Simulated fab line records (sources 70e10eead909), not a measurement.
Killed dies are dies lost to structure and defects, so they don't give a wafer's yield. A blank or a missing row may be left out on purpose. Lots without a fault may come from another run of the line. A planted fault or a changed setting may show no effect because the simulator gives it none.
Comparing a struck lot with a sound one || flow nand-harc || 42 out of 1159 route steps
Sound: wafers L243.1, L243.2, L243.3. Struck: wafer L247.1 (L247.3, L247.6, from the same lot, were not struck and are left out); the cause is given at the end.
Per side, at each step with rows, come the tool, then ch with its chambers, and then its first start. Under that, the readings that differ: sound wafers || struck wafers || difference of the means || sigmas: that difference in standard deviations of wafers without a fault.
alike: readings with means less than 2 such deviations apart, plus words and numbers identical on both sides. not compared: withheld readings, readings lacking a value on some wafer, bounds such as >300 that could conceal the same value, and numbers that have no deviation in the record and whose values overlap.
Wherever a step has rows on one side only, a row that says differs or no value, or a row with sigmas, the two part there. When numbers do not overlap yet have no deviation, they are printed without sigmas and do not part them. A reading missing from all wafers of one side parts the sides only when that side holds two or more wafers.

first, 3 steps without rows for these wafers: NHARC_THIN_TSV_EXPOSE_09 (exposes mask TSV); NHARC_THIN_TSV_PEB_10 (peb time 85 s); NHARC_THIN_TSV_DEVELOP_11 (time 70 s).
NHARC_THIN_TSV_CD_MEAS_12 targets a cd of 1000 nm.
  sound on cd-sem-03 ch 0, day 24 17:37; struck on cd-sem-01 ch 0, day 24 23:46
  alike: cd-nm
then, 3 steps without rows for these wafers: NHARC_THIN_TSV_HARDBAKE_13 (time 80 s); NHARC_THIN_TSV_DESCUM_14 (chemistry O2, time 3 s); NHARC_THIN_TSV_ETCH_44 (etches the open film in CF4/O2, target depth 1594.2 nm, time 797.1 s).
NHARC_THIN_TSV_ETCH_15: target depth 3000 nm, bosch target overetch cycles 2, bosch etch step 2.8 s.
  sound on rie-si-04 ch 1,2,3, day 24 18:27; struck on rie-si-02 ch 1, day 25 00:35
{"reading": "rf-hours-counter-h (h)", "sound": "1.0 1.0 0.8", "struck": 0.0, "difference": -0.9, "sigmas": ""}
  alike: drypump-motor-current-A
NHARC_THIN_TSV_CD_MEAS_16:
  sound on cd-sem-03, day 24 18:36; struck on cd-sem-02, day 25 00:43
  alike: cd-nm
then, 3 steps without rows for these wafers: NHARC_THIN_TSV_STRIP_45 (strips in O2); NHARC_THIN_TSV_STRIP_46 (strips in post etch residue remover, time 1200 s); NHARC_THIN_TSV_DEP_47 (deposits SiO2, target thk 200 nm).
NHARC_THIN_TSV_ETCHBACK_48: etches the open film in C4F8/Ar, target depth 1028.5 nm, time 405.17 s.
  sound on rie-diel-08 ch 0,1,3, day 24 19:53; struck on rie-diel-08 ch 1, day 25 01:59
{"reading": "oes-product-au (a.u.)", "sound": "0.996 0.994 1.009", "struck": 0.922, "difference": -0.078, "sigmas": -3}
  alike: rf-vpp-V
  not compared: rf-hours-counter-h
then, 1 step without rows for these wafers: NHARC_THIN_TSV_STRIP_62 (strips in N2/H2, time 20 s).
NHARC_THIN_TSV_DEGAS_49: time 120 s.
  sound on pvd-sputter-01, day 24 20:25; struck on pvd-sputter-03, day 25 02:32
  alike: heater-power-w
then, 7 steps without rows for these wafers: NHARC_THIN_TSV_PRE_CLEAN_50 (time 30 s); NHARC_THIN_TSV_PVD_19 (deposits TaN, target thk 20 nm); NHARC_THIN_TSV_PVD_51 (deposits Cu, target thk 100 nm); NHARC_THIN_TSV_ECD_20 (material Cu, target thk 2000 nm); NHARC_THIN_TSV_ANNEAL_52 (time 90 s); NHARC_THIN_TSV_CMP_21 (polishes, t overpolish 30 s, target thk 2000 nm); NHARC_THIN_TSV_SRD_23.
NHARC_THIN_TSV_DEGAS_53: time 60 s.
  sound on pvd-sputter-01, day 24 22:25; struck on pvd-sputter-02, day 25 04:33
  alike: heater-power-w
then, 11 steps without rows for these wafers: NHARC_THIN_TSV_PRE_CLEAN_54 (time 30 s); NHARC_THIN_TSV_PVD_55 (deposits TiN, target thk 50 nm); NHARC_THIN_TSV_PVD_24 (deposits Al, target thk 800 nm); NHARC_THIN_TSV_DEHYDRATE_25 (time 120 s); NHARC_THIN_TSV_HMDS_26 (time 30 s); NHARC_THIN_TSV_COAT_27; NHARC_THIN_TSV_SOFTBAKE_28 (time 95 s); NHARC_THIN_TSV_EBR_29; NHARC_THIN_TSV_EXPOSE_30 (exposes mask PAD); NHARC_THIN_TSV_PEB_31 (peb time 85 s); NHARC_THIN_TSV_DEVELOP_32 (time 70 s).
NHARC_THIN_TSV_CD_MEAS_33 targets a cd of 5000 nm.
  sound on cd-sem-03 ch 0, day 24 23:32; struck on cd-sem-02 ch 0, day 25 05:40
  alike: cd-nm
then, 2 steps without rows for these wafers: NHARC_THIN_TSV_HARDBAKE_34 (time 80 s); NHARC_THIN_TSV_DESCUM_35 (chemistry O2, time 3 s).
NHARC_THIN_TSV_ETCH_59: etches the open film in Cl2/BCl3, target depth 880 nm, time 138.1 s.
  sound on rie-metal-02 ch 0,1, day 24 23:49; struck on rie-metal-01 ch 1, day 25 05:58
{"reading": "mfc-cl2-sccm (sccm)", "sound": "59.84 59.88 59.84", "struck": 60.42, "difference": "+0.57", "sigmas": "+3"}
  alike: drypump-motor-current-A, oes-product-au, throttle-valve-pct
  not compared: rf-hours-counter-h
then, 1 step without rows for these wafers: NHARC_THIN_TSV_ETCH_36 (etches the open film in Cl2/BCl3, target depth 65 nm, time 18.571 s).
NHARC_THIN_TSV_STRIP_56: strips in O2.
  sound on plasma-asher-01 ch 0,1, day 25 00:11; struck on plasma-asher-01 ch 0, day 25 06:37
  alike: drypump-motor-current-A, heater-power-w
  not compared: rf-hours-counter-h
then, 1 step without rows for these wafers: NHARC_THIN_TSV_STRIP_57 (strips in post etch residue remover, time 1200 s).
NHARC_END_SORT_01:
  sound on prober-01 ch 0, day 25 19:34; struck on prober-02 ch 0, day 26 07:33
{"reading": "defect-limited-yield (%)", "sound": "95.0 95.7 95.9", "struck": 87.1, "difference": -8.4, "sigmas": -5}
{"reading": "killed-at-other", "sound": "0 2 3", "struck": 56, "difference": "+54", "sigmas": "+64"}
{"reading": "killed-dies", "sound": "34 29 28", "struck": 87, "difference": "+57", "sigmas": "+5"}
{"reading": "sort_bin_2_pct (%)", "sound": "1.3 1.6 1.3", "struck": 4.1, "difference": "+2.7", "sigmas": "+4"}
{"reading": "sort_bin_3_pct (%)", "sound": "0.30 0.30 0", "struck": 2.66, "difference": "+2.46", "sigmas": "+12"}
{"reading": "sort_bin_4_pct (%)", "sound": "3.4 2.4 2.8", "struck": 6.1, "difference": "+3.2", "sigmas": "+3"}
{"reading": "sort-n-pass", "sound": "643 648 649", "struck": 590, "difference": -57, "sigmas": -5}
{"reading": "sort-rim-yield-pct (%)", "sound": "96.2 100.0 97.2", "struck": 86.8, "difference": -11.0, "sigmas": -6}
{"reading": "sort-yield-pct (%)", "sound": "95.0 95.7 95.9", "struck": 87.1, "difference": -8.4, "sigmas": -5}
  alike: killed-at-array, killed-at-periphery, killed-open, killed-short

== WHERE THEY PART ==
Last at NHARC_END_SORT_01 as far as this record goes, first at NHARC_THIN_TSV_ETCHBACK_48.

WHY: what had been put in by the simulator
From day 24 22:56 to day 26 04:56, rie-diel-08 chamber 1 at NHARC_THIN_TSV_ETCHBACK_48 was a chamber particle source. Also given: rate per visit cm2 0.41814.
